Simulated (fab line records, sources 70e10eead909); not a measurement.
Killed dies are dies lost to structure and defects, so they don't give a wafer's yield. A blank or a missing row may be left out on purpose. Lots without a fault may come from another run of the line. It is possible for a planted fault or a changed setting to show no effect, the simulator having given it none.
Matching of chambers	flow nandHarc	NHARC_P_GATE_DESCUM_48 on rieDiel-11 has 4 sister chambers
The step chemistry O2, time 3 s. 8 wafers are shown with their chamber, then 8 later ones without.

## WAFERS, EACH WITH ITS CHAMBER
wafer	chamber	showerheadPlenumPTorr (Torr)	drypumpMotorCurrentA (A)
L308.2	0	2.04	5.42
L309.2	0	2.03	5.44
L309.3	2	1.86	5.58
L309.4	1	1.88	5.78
L310.2	2	1.86	5.61
L310.4	3	2.00	5.87
L310.5	3	2.00	5.84
L319.1	1	1.88	5.80

## WAFERS WHOSE CHAMBER IS MISSING
wafer	showerheadPlenumPTorr (Torr)	drypumpMotorCurrentA (A)
L319.3	1.86	5.59
L319.4	2.03	5.46
L320.2	1.88	5.81
L320.4	2.03	5.45
L320.5	1.86	5.61
L324.2	2.00	5.84
L324.3	2.02	5.42
L324.5	1.85	5.59

## EACH ONE'S CHAMBER
wafer	from the rows above	in truth
L319.3	2	2
L319.4	0	0
L320.2	1	1
L320.4	0	0
L320.5	2	2
L324.2	3	3
L324.3	0	0
L324.5	2	2
Placed correctly: 8 of 8. Can't be placed from these rows: 0. 0 placed wrongly.
How it was worked out, from the rows above alone: a wafer's distance from a chamber is the root of the sum, over the readings, of the square of ((its reading less the chamber's mean) divided by the reading's scatter). If the next closest chamber is less than 2 further off than the closest, the wafer can't be placed; otherwise it belongs to the closest. A chamber's mean is the mean of its shown wafers. The scatter: take each reading less its chamber's mean, square it, sum over the shown wafers, divide by the number of wafers less the number of chambers, and take the root.
